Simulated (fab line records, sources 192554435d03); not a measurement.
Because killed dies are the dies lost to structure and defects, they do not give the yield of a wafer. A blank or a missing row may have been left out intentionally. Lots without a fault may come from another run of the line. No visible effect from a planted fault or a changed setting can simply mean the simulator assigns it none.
Split-lot study :: flow n5-finfet :: on a route of 1938 steps: 7 lots, 21 wafers read

ON THE SPLIT
At N5_WELL_APT_EXPOSE_05 (exposes mask NWELL, defocus 0 nm, target cd 200 nm), the setting dose-mj was moved away from the recipe's 20.3 on 8 of the 21 wafers read, by -6.9% to +7.4%. For the rest of the wafers, this setting stayed at what the recipe calls for.

FROM THE SPLIT TO THE READING: what the file shows between them, 3 steps
- N5_WELL_APT_PEB_06: peb time 90 s (also split here: peb-time-s)
- N5_WELL_APT_DEVELOP_07: develop time 45 s
- N5_WELL_APT_HARDBAKE_12: time 120 s

THE READING
At N5_WELL_APT_CD_MEAS_08: cd-nm in nanometres, against a target cd of 200 nm. On this fab line, fault-free wafers typically give 199.5 nm with a standard deviation of 1.5 nm.

wafer: L075.1
tool, chamber at the split: krf-scanner-01, 0
dose-mj as run: 20.3
against the recipe: recipe
cd-nm, nm: 196.7
against lot-mates on the recipe: -

wafer: L075.3
tool, chamber at the split: krf-scanner-01, 0
dose-mj as run: 20.3
against the recipe: recipe
cd-nm, nm: 201.7
against lot-mates on the recipe: -

wafer: L075.5
tool, chamber at the split: krf-scanner-01, 0
dose-mj as run: 18.9
against the recipe: -6.9%
cd-nm, nm: 189.4
against lot-mates on the recipe: -9.8

wafer: L081.4
tool, chamber at the split: krf-scanner-02, 0
dose-mj as run: 20.3
against the recipe: recipe
cd-nm, nm: 198.3
against lot-mates on the recipe: -

wafer: L081.5
tool, chamber at the split: krf-scanner-02, 0
dose-mj as run: 20.3
against the recipe: recipe
cd-nm, nm: 199.0
against lot-mates on the recipe: -

wafer: L081.6
tool, chamber at the split: krf-scanner-02, 0
dose-mj as run: 20.3
against the recipe: recipe
cd-nm, nm: 198.6
against lot-mates on the recipe: -

wafer: L082.1
tool, chamber at the split: krf-scanner-02, 0
dose-mj as run: 21.81
against the recipe: +7.4%
cd-nm, nm: 211.4
against lot-mates on the recipe: +7.8

wafer: L082.4
tool, chamber at the split: krf-scanner-02, 0
dose-mj as run: 21.81
against the recipe: +7.4%
cd-nm, nm: 214.8
against lot-mates on the recipe: +11.2

wafer: L082.5
tool, chamber at the split: krf-scanner-02, 0
dose-mj as run: 20.3
against the recipe: recipe
cd-nm, nm: 203.6
against lot-mates on the recipe: -

wafer: L085.2
tool, chamber at the split: krf-scanner-01, 0
dose-mj as run: 21
against the recipe: +3.4%
cd-nm, nm: 210.0
against lot-mates on the recipe: +10.3

wafer: L085.4
tool, chamber at the split: krf-scanner-01, 0
dose-mj as run: 21
against the recipe: +3.4%
cd-nm, nm: 212.4
against lot-mates on the recipe: +12.7

wafer: L085.6
tool, chamber at the split: krf-scanner-01, 0
dose-mj as run: 20.3
against the recipe: recipe
cd-nm, nm: 199.7
against lot-mates on the recipe: -

wafer: L086.4
tool, chamber at the split: krf-scanner-01, 0
dose-mj as run: 20.3
against the recipe: recipe
cd-nm, nm: 203.5
against lot-mates on the recipe: -

wafer: L086.5
tool, chamber at the split: krf-scanner-01, 0
dose-mj as run: 18.97
against the recipe: -6.6%
cd-nm, nm: 187.5
against lot-mates on the recipe: -13.7

wafer: L086.6
tool, chamber at the split: krf-scanner-01, 0
dose-mj as run: 20.3
against the recipe: recipe
cd-nm, nm: 198.8
against lot-mates on the recipe: -

wafer: L089.4
tool, chamber at the split: krf-scanner-02, 0
dose-mj as run: 20.3
against the recipe: recipe
cd-nm, nm: 197.3
against lot-mates on the recipe: -

wafer: L089.5
tool, chamber at the split: krf-scanner-02, 0
dose-mj as run: 19.64
against the recipe: -3.3%
cd-nm, nm: 196.6
against lot-mates on the recipe: -4.0

wafer: L089.6
tool, chamber at the split: krf-scanner-02, 0
dose-mj as run: 20.3
against the recipe: recipe
cd-nm, nm: 203.9
against lot-mates on the recipe: -

wafer: L097.1
tool, chamber at the split: krf-scanner-02, 0
dose-mj as run: 19.63
against the recipe: -3.3%
cd-nm, nm: 191.6
against lot-mates on the recipe: -4.8

wafer: L097.2
tool, chamber at the split: krf-scanner-02, 0
dose-mj as run: 20.3
against the recipe: recipe
cd-nm, nm: 194.3
against lot-mates on the recipe: -

wafer: L097.3
tool, chamber at the split: krf-scanner-02, 0
dose-mj as run: 20.3
against the recipe: recipe
cd-nm, nm: 198.4
against lot-mates on the recipe: -

FIT RESULTS
A straight line over all 21 wafers: cd-nm changes by +1.89 nm for each +1% of dose-mj; r = +0.91; the points scatter about the line by 3 nm.
The same after taking each lot's own level away (the mean of its wafers on the recipe; 21 wafers): +1.65 nm for each +1%; r = +0.90; scatter 2.9 nm.
The reading moves by 12 nm for the largest change in dose-mj, on that fit.
Across the lots, their own levels run from 196.35 to 203.60 nm, a range of 4.8 times the standard deviation given above.
Thus the slope moves with the lot-to-lot level: the two fits are different.
Check: +14.3 nm against its lot-mates is what the line predicts for one of the wafers moved furthest among these (+7.4%) when that wafer is left out of the fit. It came out at +7.8 nm against them.

ADDITIONAL SPLITS CARRIED BY THESE WAFERS
Before the reading, these wafers also passed through other splits. Each is held against what the fit with the lots' levels taken away leaves over:
other split on the same wafers: N5_WELL_APT_COAT_02 spin-rpm
wafers away from the commonest value: 8
r with cd-nm (lot level and that fit taken away): -0.25

other split on the same wafers: N5_WELL_APT_PEB_06 peb-time-s
wafers away from the commonest value: 8
r with cd-nm (lot level and that fit taken away): +0.67

THE WHOLE CHAIN: every reading that the file lists as answering this split, in the file's order
step: N5_WELL_APT_CD_MEAS_08
what it does: target cd 200 nm
reading: cd-nm
change (the file's fit): +1.65 nm for each +1% of the setting
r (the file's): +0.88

step: N5_WELL_APT_DESCUM_13
what it does: chemistry O2, time 7.9 s
reading: WELL_APT.cd-nm (the simulator's own value, which no gauge read)
change (the file's fit): +1.65 nm for each +1% of the setting
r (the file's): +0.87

FILE'S OWN FIT
cd-nm changes by +1.65 nm for each +1% of dose-mj, r = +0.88.
